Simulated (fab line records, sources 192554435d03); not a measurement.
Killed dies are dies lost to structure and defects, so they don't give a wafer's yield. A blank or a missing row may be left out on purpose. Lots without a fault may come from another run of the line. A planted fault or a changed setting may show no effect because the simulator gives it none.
Which tool did it? | flow n5_finfet | 10 lots, 29 wafers sampled, at 5 steps of a route of 1938

WHAT THE GAUGES READ, wafer by wafer
N5_BEOL_M4_RC_MEAS_101. Usual: CHAIN_V0 239 ohm/link, standard deviation 10; DIBL_N 35.9 mV/V, standard deviation 1.6; DIBL_P 35.6 mV/V, standard deviation 2.1; IOFF_N 0.149 nA/um, standard deviation 0.029; IOFF_P 0.20 nA/um, standard deviation 0.033; ION_N 671 uA/um, standard deviation 11; ION_P 460 uA/um, standard deviation 7.3; SS_N 71.4 mV/dec, standard deviation 0.62; SS_P 73.2 mV/dec, standard deviation 0.65; VT_N 251 mV, standard deviation 3.1; VT_P -251 mV, standard deviation 3.4.
lot  | measured     | on        | CHAIN_V0 (ohm/link) | DIBL_N (mV/V)  | DIBL_P (mV/V)  | IOFF_N (nA/um)    | IOFF_P (nA/um) | ION_N (uA/um) | ION_P (uA/um) | SS_N (mV/dec)  | SS_P (mV/dec)  | VT_N (mV)   | VT_P (mV)      | flag
L543 | day 7 22:20  | prober-01 | 220 234 240         | 36.1 36.0 34.9 | 35.7 36.3 33.9 | 0.154 0.150 0.130 | 0.20 0.22 0.18 | 668 666 672   | 459 460 459   | 71.1 71.1 70.7 | 73.1 73.1 73.0 | 253 252 253 | -249 -248 -252 |
L546 | day 9 00:58  | prober-02 | 231 243 237         | 34.9 32.3 33.7 | 35.5 33.0 34.1 | 0.133 0.114 0.122 | 0.19 0.16 0.18 | 665 669 667   | 451 456 464   | 71.9 70.5 70.7 | 72.9 73.0 72.4 | 252 254 252 | -251 -253 -254 |
L547 | day 9 07:43  | prober-02 | 221 226 236         | 35.4 34.4 36.6 | 33.4 31.4 34.7 | 0.133 0.114 0.152 | 0.18 0.15 0.19 | 668 664 677   | 459 456 459   | 70.8 71.0 71.3 | 72.8 72.5 73.8 | 251 254 250 | -251 -254 -251 |
L549 | day 9 13:25  | prober-02 | 230 230 238         | 38.3 35.9 35.0 | 37.6 34.8 33.7 | 0.182 0.149 0.126 | 0.26 0.22 0.19 | 680 675 663   | 468 471 461   | 72.3 71.2 70.9 | 73.0 72.7 72.9 | 247 250 252 | -248 -245 -251 |
L550 | day 9 17:02  | prober-01 | 242 250 236         | 36.0 36.4 36.3 | 38.9 37.9 38.7 | 0.162 0.158 0.175 | 0.24 0.22 0.24 | 676 681 704   | 477 468 480   | 70.3 71.3 71.8 | 73.6 73.6 73.8 | 250 248 248 | -247 -248 -245 |
L552 | day 10 14:43 | prober-01 | 231 251 237         | 36.8 38.7 37.9 | 37.4 39.8 38.5 | 0.169 0.216 0.199 | 0.20 0.25 0.23 | 676 690 692   | 460 467 472   | 71.2 72.4 71.8 | 72.9 74.5 74.5 | 247 246 245 | -252 -249 -250 |
L554 | day 10 17:42 | prober-02 | 229 242 219         | 37.6 37.4 33.8 | 37.5 37.5 32.5 | 0.173 0.169 0.115 | 0.20 0.19 0.14 | 676 675 655   | 456 458 450   | 71.4 71.1 70.4 | 73.9 73.7 72.9 | 248 248 251 | -255 -254 -256 |
L553 | day 10 20:29 | prober-01 | 234 241 246         | 37.3 34.3 36.1 | 35.7 32.8 35.5 | 0.166 0.124 0.151 | 0.25 0.20 0.24 | 657 670 660   | 460 469 459   | 72.1 70.5 71.3 | 73.9 72.4 73.4 | 250 252 250 | -248 -249 -249 |
L560 | day 12 13:02 | prober-02 | 197 245             | 35.2 36.1      | 34.7 35.8      | 0.118 0.131       | 0.16 0.18      | 661 667       | 454 457       | 71.2 71.2      | 73.4 73.6      | 254 255     | -257 -252      |
L565 | day 13 15:45 | prober-02 | 249 244 262         | 34.6 34.9 35.7 | 34.7 33.6 34.8 | 0.133 0.135 0.154 | 0.19 0.16 0.19 | 665 679 681   | 458 461 459   | 71.8 71.3 71.5 | 72.8 72.4 73.6 | 251 252 250 | -251 -253 -249 |

WHICH TOOL RAN EACH LOT (tool, then ch and the chambers of the sampled wafers, then the start)
lot  | N5_BEOL_M1_ETCH_70                | N5_BEOL_M4_SPUTTER_94        | N5_BEOL_M4_CMP_52             | N5_BEOL_M4_CO_CAP_55
L543 | rie_diel-03 ch 0,1,2, day 6 11:42 | pvd_sputter-03, day 7 20:31  | cmp-03 ch 0,1,2, day 7 21:20  | cvd_co-01 ch 0,1, day 7 21:48
L546 | rie_diel-01 ch 1,2,3, day 7 11:41 | pvd_sputter-03, day 8 23:38  | cmp-03 ch 0,1,3, day 9 00:22  | cvd_co-01 ch 1,2, day 9 00:44
L547 | rie_diel-01 ch 1,2, day 7 17:59   | pvd_sputter-01, day 9 06:24  | cmp-01 ch 0,1,3, day 9 07:09  | cvd_co-01 ch 1,2, day 9 07:29
L549 | rie_diel-04 ch 0,2,3, day 7 23:25 | pvd_sputter-02, day 9 11:57  | cmp-01 ch 0,1, day 9 12:40    | cvd_co-02 ch 0,1,2, day 9 13:02
L550 | rie_diel-01 ch 1,2,3, day 8 10:37 | pvd_sputter-03, day 9 15:43  | cmp-03 ch 0,1,2, day 9 16:26  | cvd_co-02 ch 0,1,2, day 9 16:48
L552 | rie_diel-01 ch 0,1,3, day 8 16:28 | pvd_sputter-02, day 10 12:41 | cmp-03 ch 1,2, day 10 13:46   | cvd_co-02 ch 0,2, day 10 14:08
L554 | rie_diel-04 ch 0,1,3, day 9 05:41 | pvd_sputter-02, day 10 16:07 | cmp-02 ch 0,3, day 10 16:55   | cvd_co-02 ch 0,1,2, day 10 17:17
L553 | rie_diel-04 ch 0,1,2, day 9 09:07 | pvd_sputter-01, day 10 19:01 | cmp-03 ch 0,3, day 10 19:44   | cvd_co-01 ch 0,2, day 10 20:06
L560 | rie_diel-04 ch 1,3, day 10 20:08  | pvd_sputter-03, day 12 11:36 | cmp-01 ch 0,1, day 12 12:26   | cvd_co-02 ch 1,2, day 12 12:48
L565 | rie_diel-03 ch 0,3, day 11 20:01  | pvd_sputter-02, day 13 14:26 | cmp-02 ch 0,2,3, day 13 15:13 | cvd_co-01 ch 0,1,2, day 13 15:31
- N5_BEOL_M1_ETCH_70: etches SOC in N2/H2, target depth 80 nm, overetch 16 nm, time 120 s.
- N5_BEOL_M4_SPUTTER_94: material Cu, target thk 4.5 nm, time 8.29 s.
- N5_BEOL_M4_CMP_52: polishes, stops on SiOC, t overpolish 6.8 s, target thk 40 nm.
- N5_BEOL_M4_CO_CAP_55: material Co, precursor CCTBA/H2, target thk 2 nm, time 102.1 s.

WHAT THE TOOLS THEMSELVES READ (means of the sampled wafers that have a number; where no wafer has one, the mark that the record gives instead)
N5_BEOL_M1_ETCH_70. Usual: drypump_motor_current_A 5.7 A, standard deviation 0.39; oes_product_au 0.58 a.u., standard deviation 0.054; rf_vpp_V 523.8 V, standard deviation 2.4; showerhead_plenum_p_Torr 2.53 Torr, standard deviation 0.08; throttle_valve_pct 17.91 %, standard deviation 0.27.
lot  | tool        | drypump_motor_current_A (A) | oes_product_au (a.u.) | rf_vpp_V (V) | showerhead_plenum_p_Torr (Torr) | throttle_valve_pct (%) | flag
L543 | rie_diel-03 | 5.7                         | 0.58                  | 524.1        | 2.55                            | 18.03                  |
L546 | rie_diel-01 | 6.0                         | 0.60                  | 522.2        | 2.52                            | 17.72                  |
L547 | rie_diel-01 | 6.2                         | 0.60                  | 524.8        | 2.55                            | 17.78                  |
L549 | rie_diel-04 | 5.5                         | 0.55                  | 523.9        | 2.52                            | 17.94                  |
L550 | rie_diel-01 | 6.0                         | 0.60                  | 524.3        | 2.52                            | 17.72                  |
L552 | rie_diel-01 | 5.7                         | 0.59                  | 524.1        | 2.53                            | 17.79                  |
L554 | rie_diel-04 | 5.6                         | 0.60                  | 521.8        | 2.48                            | 17.97                  |
L553 | rie_diel-04 | 5.5                         | 0.61                  | 523.8        | 2.52                            | 17.74                  |
L560 | rie_diel-04 | 6.0                         | 0.62                  | 522.5        | 2.50                            | 17.88                  |
L565 | rie_diel-03 | 5.5                         | 0.55                  | 526.9        | 2.65                            | 18.07                  |

N5_BEOL_M4_SPUTTER_94. Usual: chuck_sensor_temp_C -15.9 C, standard deviation 0.38; throttle_valve_pct 29.8 %, standard deviation 1.2.
lot  | tool           | chuck_sensor_temp_C (C) | throttle_valve_pct (%) | flag
L543 | pvd_sputter-03 | -16.1                   | 30.1                   |
L546 | pvd_sputter-03 | -15.9                   | 29.9                   |
L547 | pvd_sputter-01 | -16.2                   | 30.2                   |
L549 | pvd_sputter-02 | -15.8                   | 28.4                   |
L550 | pvd_sputter-03 | -16.0                   | 30.8                   |
L552 | pvd_sputter-02 | -15.8                   | 29.7                   |
L554 | pvd_sputter-02 | -15.8                   | 28.5                   |
L553 | pvd_sputter-01 | -15.9                   | 30.4                   |
L560 | pvd_sputter-03 | -16.3                   | 31.0                   |
L565 | pvd_sputter-02 | -16.0                   | 29.1                   |

N5_BEOL_M4_CMP_52. Usual: barrier_field_endpoint_s 24.6 s, standard deviation 0.6; motor_current_A 6.1 A, standard deviation 0.63; overpolish_run_s 6.800 s, standard deviation 0.0096; time_to_endpoint_s 62 s, standard deviation 3.1.
lot  | tool   | barrier_field_endpoint_s (s) | motor_current_A (A) | overpolish_run_s (s) | time_to_endpoint_s (s) | flag
L543 | cmp-03 | 24.8                         | 6.2                 | 6.803                | 63                     |
L546 | cmp-03 | 24.4                         | 6.8                 | 6.799                | 64                     |
L547 | cmp-01 | 25.1                         | 6.2                 | 6.800                | 65                     |
L549 | cmp-01 | 25.1                         | 6.2                 | 6.796                | 62                     |
L550 | cmp-03 | 24.3                         | 6.3                 | 6.818                | 62                     |
L552 | cmp-03 | 24.4                         | 5.8                 | 6.801                | 61                     |
L554 | cmp-02 | 24.4                         | 6.1                 | 6.800                | 60                     |
L553 | cmp-03 | 25.1                         | 6.2                 | 6.804                | 63                     |
L560 | cmp-01 | 24.6                         | 6.2                 | 6.806                | 65                     |
L565 | cmp-02 | 24.7                         | 5.9                 | 6.801                | 64                     |

N5_BEOL_M4_CO_CAP_55. Usual: heater_power_w 238 W, standard deviation 21.
lot  | tool      | heater_power_w (W) | flag
L543 | cvd_co-01 | 245                |
L546 | cvd_co-01 | 255                |
L547 | cvd_co-01 | 255                |
L549 | cvd_co-02 | 234                |
L550 | cvd_co-02 | 234                |
L552 | cvd_co-02 | 238                |
L554 | cvd_co-02 | 235                |
L553 | cvd_co-01 | 221                |
L560 | cvd_co-02 | 228                |
L565 | cvd_co-01 | 238                |

THE ANSWER, worked out from the rows above alone
Rule: a lot is off if the mean of its wafers that have a number lies more than 3 standard deviations from the usual mean. A lot without any number at a reading at which 4 lots or more have one is off too. The other lots that the step has rows for count as sound. The gauges are gone through in route order, then the tools' own readings, and for those a lot's mean is taken as printed above. The first step at which some lot is off is used, and at that step the reading that is off furthest; a lot without a number counts as furthest.
No lot is off at any reading shown: from this, nothing can be told.

WHAT THE SIMULATOR HAD PUT IN
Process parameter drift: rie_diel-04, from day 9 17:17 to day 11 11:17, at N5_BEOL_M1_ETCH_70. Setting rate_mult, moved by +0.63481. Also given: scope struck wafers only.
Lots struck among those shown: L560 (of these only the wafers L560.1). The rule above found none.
